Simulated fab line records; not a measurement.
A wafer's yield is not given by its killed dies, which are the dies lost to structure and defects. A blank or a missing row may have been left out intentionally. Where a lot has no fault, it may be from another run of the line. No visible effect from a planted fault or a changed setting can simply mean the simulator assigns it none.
A struck lot beside a sound one -- flow nand harc -- 13 steps out of a route of 1159
Sound: these wafers, L722.1, L722.3, L722.5. The struck wafers were L717.2, L717.5, L717.6. At the end, the cause is stated.
At each step with rows: each side's tool, then ch and its chambers, then its first start. Under that, the readings that differ: sound wafers -- struck wafers -- difference of the means -- sigmas: that difference in standard deviations of wafers without a fault.
alike: words and numbers the same on both sides, and readings whose means are apart by under 2 such deviations; not compared: readings that were withheld, readings missing a value for some wafer, numbers with overlapping values and no deviation given by the record, and bounds like >300 which may hide the same value.
Wherever a step has rows on one side only, a row that says differs or no value, or a row with sigmas, the two part there. Non-overlapping numbers with no deviation appear without sigmas and do not part them. A reading missing from all wafers of one side parts the sides only when that side holds two or more wafers.

first, 2 steps without rows for these wafers: NHARC_A_STAIRCASE_SRD_154; NHARC_A_STAIRCASE_ETCH_403 (etches SiO2 in dHF, target depth 108.2 nm).
NHARC_A_STAIRCASE_ETCHBACK_422: etches the open film in CH3F/O2, target depth 40 nm, time 74.286 s.
  sound on rie diel-07 ch 0,1,2, day 18 19:45; struck on rie diel-11 ch 1,2,3, day 18 10:43
  alike: drypump motor current A, o2 flow sccm, oes product au, rf vpp V, showerhead plenum p Torr, throttle valve pct
  not compared: rf hours counter h
then, 1 step without rows for these wafers: NHARC_A_STAIRCASE_ETCH_423 (etches SiO2 in dHF, target depth 30 nm).
NHARC_A_STAIRCASE_ETCHBACK_157: etches the open film in CH3F/O2, target depth 90 nm, time 167.14 s.
  sound on rie diel-01 ch 0,1,2, day 18 20:08; struck on rie diel-11 ch 0,2,3, day 18 11:07
reading,sound,struck,difference,sigmas
oes product au (a.u.),0.93 0.94 0.91,1.00 1.03 1.00,+0.08,+3
  alike: drypump motor current A, o2 flow sccm, rf vpp V, showerhead plenum p Torr, throttle valve pct
  not compared: rf hours counter h
NHARC_A_STAIRCASE_STRIP_475: strips in O2, time 20 s.
  sound on rie diel-01 ch 0,1,3; struck on rie diel-11 ch 0,1,3
  alike: drypump motor current A, o2 flow sccm, oes product au, rf vpp V, showerhead plenum p Torr, throttle valve pct
  not compared: rf hours counter h
NHARC_A_STAIRCASE_DEP_471: deposits SiO2, target thk 100 nm.
  sound on pecvd-04 ch 0,1, day 18 20:31; struck on pecvd-04 ch 0,2, day 18 11:24
  alike: chamber pressure Torr, flow sccm, heater power outer w, heater power w, throttle valve pct
NHARC_A_STAIRCASE_CMP_472: polishes SiO2.
  sound on cmp-03 ch 0,2,3, day 18 20:52; struck on cmp-03 ch 1,2, day 18 11:37
  alike: motor current A
  not compared: pad life wafers
after that, 1 step had no rows for these wafers: NHARC_A_STAIRCASE_SRD_474.
NHARC_A_STAIRCASE_INSPECT_155:
  sound: defect inspect-01 at day 18 21:09; struck: defect inspect-02 at day 18 11:58
  alike: raw defect count
NHARC_A_SGD_CUT_DEP_00: deposits SiNx, target thk 50 nm.
  sound on pecvd-03 ch 0,1,2, day 18 21:33; struck on pecvd-03 ch 0,1, day 18 12:02
  no value came back on the struck wafers for heater power outer w (W), heater power w (W); on the sound wafers heater power outer w (W) reads 329 489 454
then, 1 step without rows for these wafers: NHARC_A_SGD_CUT_DEHYDRATE_01 (time 120 s).
-- the record jumps here: 6 days lie between the struck wafers' starts before and after (it left off in module A_SGD_CUT and takes up again in module END, whose first step shown is number 1159 of the route) --
NHARC_END_SORT_01:
  the record has rows for the struck wafers here (prober-01 ch 0, day 24 18:52) and none for the sound ones

WHERE THEY PART
At NHARC_A_STAIRCASE_ETCHBACK_157 first; at NHARC_END_SORT_01 last (within this record only).

WHY: what had been put in by the simulator
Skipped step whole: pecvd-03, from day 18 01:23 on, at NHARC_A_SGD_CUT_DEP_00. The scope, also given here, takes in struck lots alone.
